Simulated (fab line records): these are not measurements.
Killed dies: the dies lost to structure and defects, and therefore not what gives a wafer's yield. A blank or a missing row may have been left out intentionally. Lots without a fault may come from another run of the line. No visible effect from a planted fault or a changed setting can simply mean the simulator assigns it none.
Struck lot and sound lot, side by side | flow n5-finfet | 14 out of 1938 route steps
Sound: these wafers, L497.1, L497.2, L497.6. Struck: wafers L511.2, L511.3, L511.4. The cause comes at the end.
For every step that has rows: the tool of each side, followed by ch and its chambers, followed by its first start. Under that, the readings that differ: sound wafers | struck wafers | difference of the means | sigmas: that difference in standard deviations of wafers without a fault.
alike: same words and numbers on both sides, and readings whose means sit less than 2 such deviations apart. not compared: any withheld reading, any reading some wafer has no value for, any bound like >300 that may hide the same value, and any number with overlapping values for which the record gives no deviation.
The two part at a step that has a row with sigmas, a row that says differs or no value, or rows on one side only. Numbers that don't overlap but have no deviation are shown without sigmas and don't part them. A reading that every wafer of one side lacks parts them only if that side has two wafers or more.

first, 1 step without rows for these wafers: N5_PASSIVATION_PECVD_00 (deposits SiO2 from SiH4/N2O, target thk 200 nm, time 11.2 s).
N5_MIM_BOT_DEGAS_01: time 60 s.
  sound on pvd-sputter-01 at day 12 20:53; struck on pvd-sputter-01 at day 18 02:38
  alike: heater-power-w
then, 1 step without rows for these wafers: N5_MIM_BOT_SPUTTER_00 (material TiN, target thk 35 nm, time 89.7 s).
N5_MIM_TOP_ALD_00: deposits Al2O3, purge time 3 s, co reactant pulse time 3 s.
  sound on ald-hk-02 ch 0,1,3, day 12 21:02; struck on ald-hk-02 ch 0,1,3, day 18 02:47
  alike: precursor-pulse-height-rel
N5_MIM_TOP_ALD_01: deposits HfO2, target thk 5.6 nm, pulse time 1 s, purge time 3 s.
  sound: ald-hk-02 ch 0,1,3; struck: ald-hk-02 ch 0,1,3
  alike: precursor-pulse-height-rel
N5_MIM_TOP_ALD_02: deposits Al2O3, purge time 3 s, co reactant pulse time 3 s.
  sound: ald-hk-02 ch 0,1,3; struck: ald-hk-02 ch 0,1,3
  alike: precursor-pulse-height-rel
then, 1 step without rows for these wafers: N5_MIM_TOP_DEGAS_04 (time 60 s).
N5_MIM_TOP_SPUTTER_03: material TiN, target thk 35 nm, time 89.7 s.
  sound on pvd-sputter-02 at day 12 23:26; struck on pvd-sputter-01 at day 18 03:24
  alike: throttle-valve-pct
then, 4 steps without rows for these wafers: N5_MIM_TOP_LITHO_HMDS_01 (time 60 s); N5_MIM_TOP_LITHO_COAT_02; N5_MIM_TOP_LITHO_EBR_04; N5_MIM_TOP_LITHO_SOFTBAKE_03 (time 90 s).
N5_MIM_TOP_LITHO_EXPOSE_05: exposes mask MIM TOP, target cd 2000 nm.
  sound on krf-scanner-01 ch 0, day 12 23:47; struck on krf-scanner-01 ch 0, day 18 03:37
  reading              | sound                | struck               | difference | sigmas
  exposure-dose-mJ-cm2 | 20.475 20.485 20.478 | 20.635 20.670 20.648 | +0.172     | +8
  alike: mask
following that, these wafers have no rows for 1 step: N5_MIM_TOP_LITHO_PEB_06.

== WHERE THEY PART ==
Only at N5_MIM_TOP_LITHO_EXPOSE_05, as far as this record shows.

WHY: whatever the simulator had introduced
Drift in process parameters on krf-scanner-01 at N5_MIM_TOP_LITHO_EXPOSE_05, starting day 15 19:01. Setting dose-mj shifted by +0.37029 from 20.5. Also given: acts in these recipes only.
